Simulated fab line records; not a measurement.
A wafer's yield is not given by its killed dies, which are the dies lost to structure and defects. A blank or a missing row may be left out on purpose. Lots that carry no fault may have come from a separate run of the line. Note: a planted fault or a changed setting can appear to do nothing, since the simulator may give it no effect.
The tool behind it: which one? -- flow nand harc -- 13 lots, 39 wafers sampled, at 6 steps of a route of 1302

WHAT EACH GAUGE READ, for each wafer
NHARC_A_ONON_D1_THK_MEAS_14: measures by ellipsometry. Usual: 1001 nm for thk nm, sd 13.
lot,measured,on,thk nm (nm),flag
L720,day 7 22:44,film metro-01,992 992 992,
L722,day 8 14:22,film metro-02,1007 1008 1008,
L723,day 8 22:59,film metro-01,999 1000 998,
L724,day 9 13:44,film metro-02,1012 1012 1012,
L725,day 10 01:23,film metro-02,1015 1017 1016,
L726,day 10 01:22,film metro-01,983 982 982,
L730,day 11 20:12,film metro-02,970 969 968,
L733,day 13 07:52,film metro-02,988 991 990,
L735,day 13 22:14,film metro-02,995 996 997,
L736,day 14 11:26,film metro-02,1001 1002 1002,
L739,day 15 16:57,film metro-02,987 986 989,
L741,day 16 09:17,film metro-01,1010 1011 1010,
L742,day 17 02:35,film metro-01,1017 1018 1017,

NHARC_A_ONON_D1_THK_MEAS_18: measures by ellipsometry. Usual: 994 nm for thk nm, sd 8.8.
lot,measured,on,thk nm (nm),flag
L720,day 8 09:50,film metro-02,1004 1001 1001,
L722,day 8 22:08,film metro-01,993 991 991,
L723,day 9 06:35,film metro-02,996 994 997,
L724,day 9 22:36,film metro-01,998 998 1000,
L725,day 10 09:27,film metro-02,984 986 981,
L726,day 10 09:26,film metro-01,994 993 994,
L730,day 12 04:02,film metro-01,986 985 987,
L733,day 13 15:56,film metro-01,1006 1008 1005,
L735,day 14 06:14,film metro-02,1007 737 1006,OFF
L736,day 14 19:13,film metro-02,741 742 741,OFF
L739,day 16 04:04,film metro-01,999 999 1002,
L741,day 16 19:21,film metro-01,1002 1003 999,
L742,day 17 10:22,film metro-02,1001 1003 1003,

NHARC_END_SORT_01. Usual: killed at array 58, standard deviation 19; killed at other 1.1, standard deviation 1.2; killed at periphery 3.8, standard deviation 2.4; killed dies 63, standard deviation 18; killed open 3.3, standard deviation 1.8; killed short 2.2, standard deviation 1.6.
lot,measured,on,killed at array,killed at other,killed at periphery,killed dies,killed open,killed short,flag
L735,day 30 10:53,prober-01,82,0,5,87,2,1,

TOOL THAT RAN EACH LOT (tool first, then ch and the chambers of the sampled wafers, then the start)
lot,NHARC_A_ZERO_WELL_ETCH_13,NHARC_A_ONON_D1_DEP_16,NHARC_A_ONON_D1_DEP_33
L720,"rie si-06 ch 1,3, day 6 21:58","pecvd onon-01 ch 0, day 8 09:19","pecvd-01 ch 1,2, day 8 12:11"
L722,"rie si-06 ch 0,1,2, day 7 14:31","pecvd onon-03 ch 0, day 8 21:41","pecvd-01 ch 0,1, day 9 00:28"
L723,"rie si-02 ch 0,1,2, day 7 20:31","pecvd onon-02 ch 0, day 9 06:04","pecvd-04 ch 0,1, day 9 08:55"
L724,"rie si-02 ch 0,2, day 8 11:57","pecvd onon-02 ch 0, day 9 22:12","pecvd-03 ch 0,1,2, day 10 00:55"
L725,"rie si-06 ch 1,2, day 9 01:01","pecvd onon-02 ch 0, day 10 08:56","pecvd-04 ch 0,2, day 10 11:49"
L726,"rie si-02 ch 0,1,3, day 9 02:14","pecvd onon-03 ch 0, day 10 08:56","pecvd-03 ch 0,1, day 10 11:46"
L730,"rie si-04 ch 0,1,3, day 10 20:14","pecvd onon-01 ch 0, day 12 03:35","pecvd-01 ch 0,2, day 12 06:23"
L733,"rie si-02 ch 0,2, day 12 05:32","pecvd onon-03 ch 0, day 13 15:29","pecvd-01 ch 1,2, day 13 18:21"
L735,"rie si-02 ch 0,1, day 12 22:29","pecvd onon-01 ch 0, day 14 05:51","pecvd-04 ch 0,1, day 14 08:33"
L736,"rie si-02 ch 2,3, day 13 09:07","pecvd onon-01 ch 0, day 14 18:43","pecvd-03 ch 0,1, day 14 21:38"
L739,"rie si-02 ch 0,1,3, day 14 17:04","pecvd onon-02 ch 0, day 16 03:37","pecvd-04 ch 0,2, day 16 06:25"
L741,"rie si-06 ch 1,2,3, day 15 09:49","pecvd onon-03 ch 0, day 16 18:55","pecvd-03 ch 0,1,2, day 16 21:41"
L742,"rie si-02 ch 1,3, day 16 00:25","pecvd onon-02 ch 0, day 17 09:51","pecvd-03 ch 0,1, day 17 12:44"
- NHARC_A_ZERO_WELL_ETCH_13: etches the open film in HBr/Cl2, target depth 120 nm, time 40.1 s.
- NHARC_A_ONON_D1_DEP_16: target thk 1000 nm.
- NHARC_A_ONON_D1_DEP_33: deposits SiO2, target thk 200 nm.

AS READ BY THE TOOLS THEMSELVES (means over the sampled wafers that have a number; for cases with no such wafer, the mark the record gives instead)
NHARC_A_ZERO_WELL_ETCH_13. Usual: drypump motor current A 5.6 A, standard deviation 0.37; oes product au 1.000 a.u., standard deviation 0.014; throttle valve pct 26.406 %, standard deviation 0.0079.
lot,tool,drypump motor current A (A),oes product au (a.u.),throttle valve pct (%),flag
L720,rie si-06,5.2,1.008,26.405,
L722,rie si-06,5.5,1.010,26.407,
L723,rie si-02,5.7,1.002,26.416,
L724,rie si-02,5.7,1.000,26.401,
L725,rie si-06,5.2,1.015,26.409,
L726,rie si-02,5.8,0.990,26.400,
L730,rie si-04,5.9,0.996,26.407,
L733,rie si-02,5.7,0.987,26.408,
L735,rie si-02,5.7,1.001,26.410,
L736,rie si-02,5.8,0.995,26.404,
L739,rie si-02,5.8,0.992,26.404,
L741,rie si-06,5.4,1.012,26.406,
L742,rie si-02,5.8,1.006,26.414,

NHARC_A_ONON_D1_DEP_33. Usual: heater power outer w 310 W, standard deviation 79; heater power w 567 W, standard deviation 92; throttle valve pct 15.7 %, standard deviation 0.49.
lot,tool,heater power outer w (W),heater power w (W),throttle valve pct (%),flag
L720,pecvd-01,316,552,15.9,
L722,pecvd-01,338,556,15.8,
L723,pecvd-04,370,587,15.3,
L724,pecvd-03,241,506,15.5,
L725,pecvd-04,282,570,15.8,
L726,pecvd-03,196,423,15.7,
L730,pecvd-01,335,599,15.8,
L733,pecvd-01,328,561,16.0,
L735,pecvd-04,396,617,14.9,
L736,pecvd-03,241,487,16.2,
L739,pecvd-04,354,627,15.5,
L741,pecvd-03,252,513,15.5,
L742,pecvd-03,188,409,15.8,

THE ANSWER, worked out from the rows above alone
Rule: a lot counts as off when the mean over its wafers that have a number is more than 3 standard deviations away from the usual mean. Also off: a lot with no number at a reading for which 4 or more lots have one. The other lots that the step has rows for count as sound. Order of review: gauges by route order, followed by the tools' own readings, for which a lot's mean as printed above is used. The first step at which some lot is off is used, and at that step the reading that is off furthest; a lot without a number counts as furthest.
Off at NHARC_A_ONON_D1_THK_MEAS_18 (thk nm): L735, L736.
If a tool, at a process step before that reading, ran all the lots that are off and no sound lot after the first of them, it fits. The gauges at NHARC_A_ONON_D1_THK_MEAS_18 are tried like those tools. One fits: pecvd onon-01 at NHARC_A_ONON_D1_DEP_16. Its last sound lot is L730 (day 12 03:35), its first lot that is off L735 (day 14 05:51): a fault that began between those two fits.

WHAT THE SIMULATOR HAD INSERTED
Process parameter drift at NHARC_A_ONON_D1_DEP_16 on pecvd onon-01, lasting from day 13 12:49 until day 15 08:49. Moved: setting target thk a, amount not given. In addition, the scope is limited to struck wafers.
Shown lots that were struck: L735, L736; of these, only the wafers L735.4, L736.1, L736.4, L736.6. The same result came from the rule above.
